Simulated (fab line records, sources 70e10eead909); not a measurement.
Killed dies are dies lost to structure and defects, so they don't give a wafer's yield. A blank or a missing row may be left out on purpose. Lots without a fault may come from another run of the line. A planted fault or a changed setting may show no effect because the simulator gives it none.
fab line records | flow nand_harc | part 2 of 2: steps 5 to 6 of 6
record lots=21 wafers=63 last_day=25
route steps=1159 shown A_SLIT@793 A_WL_FILL@813 A_CONTACT@858
lots that met no fault: from a run of the same line without faults
start_h: hours from the record's first day to the start of the lot's first wafer shown | wait_h: hours since the lot's step before | " the same as in the row above | L1.1+2: a row that stands for several wafers | - no value, or no start given | * or withheld: withheld | < > ~ a bound
route shown NAME@n: a module of which the file shows steps, and the number in the route of the first | usual: mean/standard deviation of fault-free wafers | same: alike in all rows | chamber/n: place in a boat | sites: the reading at each site | _std_site: their standard deviation | _edge_site: outer sites' mean less inner sites' | radius_mm: how far each site lies from the wafer's centre | mask NAME#n: copy n | behind: the tool/chamber that last shaped the wafer | hold: why the lot was held/for how many hours/how that ended | device: the transistor (n, p or np) that didn't switch | end of line: the same wafers' tests at the end of the route | a step without rows: its recipe alone | killed: dies lost to structure and defects at the first sort, not the wafer's yield | map: a wafer's dies, x killed, . not, _ none there
set.NAME: the setting as run; set.NAME@STEP: as run at that earlier step | model.NAME: the simulator's own value behind a step, which no gauge read
steps of the route over a sample of lots; a table a step, a row a wafer
services: from which hour (start_h, from the record's first day; less than 0 if before it) a tool's chamber was out of use, for how many hours, and why
## steps
# step NHARC_A_CONTACT_ETCH_48
# recipe target_depth_a=390 over_etch_frac=0.3 time_s=65 ion_energy_ev=80 cf4_flow_sccm=150 ar_flow_sccm=0 rf_w=300 bias_w=100 chemistry=CF4
# usual chamber_pressure_mTorr=50.01/0.046 drypump_motor_current_A=5.4/0.47 oes_product_au=1.005/0.01 rf_vpp_V=151.1/1 showerhead_plenum_p_Torr=1.75/0.054 throttle_valve_pct=13.283/0.0079
# columns lot.wafer tool chamber start_h wait_h chamber_pressure_mTorr drypump_motor_current_A oes_product_au rf_hours_counter_h rf_vpp_V showerhead_plenum_p_Torr throttle_valve_pct
L074.3 rie_diel-12 0 365.34 0.1 50.01 5.5 1.001 29 151.6 1.76 13.276
L074.4 " 2 " " 50.06 5.2 1.021 33 150.1 1.73 13.294
L074.5 " 3 " " 50.02 6.2 0.999 - 151.0 1.69 13.286
L075.1 rie_diel-12 3 373.61 0.1 50.04 6.2 1.004 36 150.8 1.69 13.283
L075.4 " 0 " " 49.97 5.5 1.010 31 151.2 1.76 13.283
L075.5 " 3 " " 49.99 6.2 1.011 - 151.7 1.69 13.288
L076.2 rie_diel-04 0 378.13 0.1 49.93 5.6 1.009 33 151.0 1.76 13.288
L076.4 " 1 " " 49.97 4.9 1.008 30 151.6 1.76 13.269
L076.6 " 2 " " 49.95 5.9 1.010 - 151.5 1.74 13.283
L079.2 rie_diel-04 1 386.76 0.1 49.99 5.0 1.012 35 151.0 1.76 13.281
L079.1 " 0 " " 49.96 5.6 0.998 37 151.7 1.75 13.269
L079.5 " 2 " " 49.96 5.8 1.005 - 150.1 1.74 13.271
L080.3 rie_diel-04 1 401.55 0.1 50.03 4.9 1.012 41 151.0 1.76 13.284
L080.4 " 0 " " 50.07 5.6 1.012 43 151.8 1.75 13.287
L080.5 " 2 " " 50.02 5.8 1.014 - 151.0 1.74 13.289
L078.4 rie_diel-02 2 403.73 0.1 49.96 5.2 1.012 20 153.9 1.90 13.282
L078.3 " 1 " " 50.04 5.5 1.018 21 150.8 1.79 13.280
L078.6 " 3 " " 50.05 5.4 1.014 - 150.5 1.76 13.288
L083.2 rie_diel-12 3 416.12 0.1 50.00 6.2 0.999 4 149.5 1.69 13.288
L083.3 " 1 " " 50.00 4.7 0.991 4 154.0 1.85 13.272
L083.5 " 2 " " 49.92 5.2 1.011 - 151.1 1.73 13.290
L082.4 rie_diel-04 2 416.97 0.1 50.06 5.8 1.013 50 151.2 1.74 13.280
L082.1 " 3 " " 49.91 5.3 0.999 45 149.7 1.68 13.281
L082.2 " 0 " " 49.93 5.6 1.003 50 151.5 1.75 13.272
L085.2 rie_diel-12 2 430.28 0.1 50.01 5.2 1.011 6 150.8 1.73 13.270
L085.4 " 3 " " 49.95 6.2 1.004 6 148.7 1.69 13.301
L085.1 " 1 " " 50.01 4.7 0.995 7 152.8 1.85 13.282
L084.4 rie_diel-04 2 430.65 0.1 50.02 5.8 1.015 55 149.1 1.73 13.277
L084.1 " 0 " " 49.98 5.6 1.007 54 152.7 1.75 13.290
L084.5 " 2 " " 50.08 5.9 1.009 - 151.1 1.73 13.281
L087.4 rie_diel-02 1 439.74 0.1 50.05 5.5 1.012 35 150.3 1.78 13.277
L087.2 " 2 " " 50.04 5.2 1.026 34 152.0 1.90 13.287
L087.5 " 0 " " 50.01 6.0 1.015 - 151.4 1.73 13.281
L088.2 rie_diel-02 0 440.13 0.3 50.01 6.0 1.021 34 151.8 1.73 13.289
L088.4 " 1 " " 50.00 5.5 1.008 36 151.5 1.78 13.279
L088.5 " 0 " " 49.88 5.9 1.022 - 151.1 1.73 13.270
L086.4 rie_diel-12 3 444.06 0.1 49.94 6.2 1.003 9 150.0 1.69 13.279
L086.1 " 1 " " 50.06 4.7 0.999 9 152.3 1.85 13.274
L086.2 " 2 " " 50.02 5.2 1.007 9 151.4 1.73 13.270
L089.3 rie_diel-12 3 457.55 0.1 50.02 6.1 0.994 12 149.3 1.69 13.282
L089.1 " 0 " " 50.02 5.5 0.991 11 150.5 1.76 13.287
L089.4 " 2 " " 49.96 5.2 1.013 12 150.7 1.73 13.279
L090.1 rie_diel-04 3 458.88 0.1 50.03 5.3 0.993 61 150.9 1.68 13.278
L090.3 " 0 " " 50.00 5.6 1.004 67 150.3 1.75 13.288
L090.6 " 0 " " 50.02 5.6 1.004 - 150.6 1.75 13.281
L092.4 rie_diel-12 2 469.54 0.1 50.09 5.1 1.009 14 151.6 1.73 13.280
L092.3 " 3 " " 50.02 6.2 0.995 15 148.8 1.69 13.302
L092.6 " 1 " " 50.01 4.7 0.995 - 152.5 1.85 13.280
L091.2 rie_diel-12 2 472.50 0.1 49.91 5.2 0.998 15 150.4 1.73 13.286
L091.4 " 3 " " 49.96 6.2 0.998 15 151.3 1.69 13.287
L091.3 " 0 " " 50.11 5.5 0.995 14 150.8 1.76 13.288
L093.3 rie_diel-12 2 475.07 0.5 50.01 5.1 1.004 17 151.2 1.73 13.284
L093.1 " 0 " " 50.00 5.5 0.985 15 151.4 1.75 13.285
L093.6 " 2 " " 50.03 5.2 0.998 - 150.9 1.73 13.277
L095.1 rie_diel-12 1 493.72 0.1 50.09 4.7 1.000 21 152.3 1.84 13.277
L095.4 " 3 " " 50.01 6.2 1.003 20 150.1 1.69 13.287
L095.2 " 0 " " 49.98 5.5 0.990 19 151.8 1.75 13.270
L097.4 rie_diel-04 3 499.49 0.5 50.00 5.3 1.016 11 150.9 1.67 13.284
L097.1 " 0 " " 50.05 5.6 1.004 9 151.5 1.74 13.283
L097.6 " 0 " " 50.01 5.6 1.000 - 150.6 1.74 13.281
L096.3 rie_diel-12 0 504.08 0.1 50.05 5.5 0.979 21 151.0 1.75 13.289
L096.1 " 2 " " 50.02 5.2 1.006 23 151.5 1.73 13.303
L096.5 " 1 " " 49.95 4.7 1.002 - 152.4 1.84 13.285
# step NHARC_A_CONTACT_ETCH_118
# recipe source_w=withheld pressure_mtorr=20 bias_v=3000 time_s=94 target_depth_a=9220 ar_flow_sccm=withheld c4f8_flow_sccm=withheld o2_flow_sccm=withheld chemistry=C4F8/O2/Ar
# usual chamber_pressure_mTorr=20.001/0.017
# columns lot.wafer tool chamber start_h wait_h chamber_pressure_mTorr rf_hours_counter_h
L074.4 har_cap_etch-03 1 367.29 0.1 20.037 -
L074.3 " 0 " " 19.993 -
L074.5 " 0 " " 19.996 -
L075.1 har_cap_etch-01 1 376.01 0.1 19.994 56
L075.4 " 0 " " 20.024 -
L075.5 " 0 " " 19.985 -
L076.2 har_cap_etch-01 0 380.21 0.1 20.021 57
L076.4 " 1 " " 20.026 -
L076.6 " 1 " " 19.997 -
L079.1 har_cap_etch-02 0 389.01 0.1 20.006 14
L079.2 " 1 " " 19.972 14
L079.5 " 0 " " 19.993 -
L080.4 har_cap_etch-01 0 403.50 0.1 20.004 -
L080.3 " 1 " " 19.999 -
L080.5 " 0 " " 19.998 -
L078.3 har_cap_etch-02 0 406.26 0.1 19.962 -
L078.4 " 1 " " 19.981 -
L078.6 " 1 " " 20.006 -
L083.2 har_cap_etch-03 1 418.63 0.1 20.001 86
L083.3 " 1 " " 20.004 -
L083.5 " 0 " " 19.987 -
L082.2 har_cap_etch-01 1 418.96 0.1 19.995 64
L082.1 " 0 " " 20.002 64
L082.4 " 0 " " 20.025 -
L085.1 har_cap_etch-01 1 432.25 0.1 19.979 66
L085.2 " 0 " " 19.981 66
L085.4 " 0 " " 20.012 -
L084.1 har_cap_etch-03 1 432.56 0.1 20.014 88
L084.4 " 0 " " 20.008 -
L084.5 " 1 " " 19.994 -
L087.2 har_cap_etch-01 0 441.95 0.1 19.984 68
L087.4 " 0 " " 20.041 -
L087.5 " 0 " " 19.986 -
L088.2 har_cap_etch-02 1 442.43 0.1 19.977 24
L088.4 " 1 " " 19.987 -
L088.5 " 1 " " 19.986 -
L086.1 har_cap_etch-01 0 446.03 0.1 20.022 69
L086.2 " 1 " " 20.021 69
L086.4 " 1 " " 19.958 -
L089.1 har_cap_etch-02 1 459.47 0.1 20.001 27
L089.3 " 0 " " 20.011 -
L089.4 " 1 " " 20.019 -
L090.1 har_cap_etch-03 0 460.82 0.1 20.044 93
L090.3 " 0 " " 19.990 -
L090.6 " 0 " " 20.000 -
L092.3 har_cap_etch-01 1 471.48 0.1 20.002 -
L092.4 " 0 " " 19.994 -
L092.6 " 1 " " 20.014 -
L091.2 har_cap_etch-03 0 474.74 0.1 19.992 96
L091.3 " 1 " " 20.012 -
L091.4 " 0 " " 20.007 -
L093.1 har_cap_etch-03 1 477.55 0.1 19.993 97
L093.3 " 1 " " 20.024 -
L093.6 " 0 " " 19.991 -
L095.1 har_cap_etch-03 1 495.64 0.1 20.009 100
L095.2 " 0 " " 19.988 100
L095.4 " 0 " " 19.983 -
L097.1 har_cap_etch-02 1 501.42 0.1 20.005 35
L097.4 " 0 " " 20.010 -
L097.6 " 0 " " 20.001 -
L096.1 har_cap_etch-03 1 506.16 0.1 20.033 102
L096.3 " 1 " " 20.033 -
L096.5 " 1 " " 20.005 -
## services
# columns tool chamber start_h hours kind
cvd_w-01 - 298.63 13.0 pm
rie_diel-08 - 299.84 0.4 repair
rie_diel-08 - 301.80 9.0 pm
rie_diel-13 2 326.70 8.3 repair
rie_diel-09 0 337.46 6.1 repair
rie_diel-11 - 366.50 9.0 pm
rie_diel-09 3 367.91 4.9 repair
rie_diel-12 1 377.90 11.2 repair
rie_diel-08 1 379.13 4.3 repair
rie_diel-12 - 379.40 9.0 pm
rie_diel-11 1 406.67 7.5 repair
rie_diel-08 1 411.36 9.2 repair
rie_diel-08 0 418.44 11.9 repair
rie_diel-13 3 420.67 5.7 repair
rie_diel-13 - 427.85 0.7 repair
rie_diel-09 - 431.10 9.0 pm
rie_diel-09 0 442.60 2.9 repair
rie_diel-13 - 453.00 9.0 pm
rie_diel-08 - 478.80 9.0 pm
cvd_w-01 - 481.51 13.0 pm
rie_diel-13 3 482.86 5.8 repair
rie_diel-13 3 489.95 1.2 repair
rie_diel-08 - 494.88 1.0 repair
rie_diel-08 2 503.65 23.0 repair
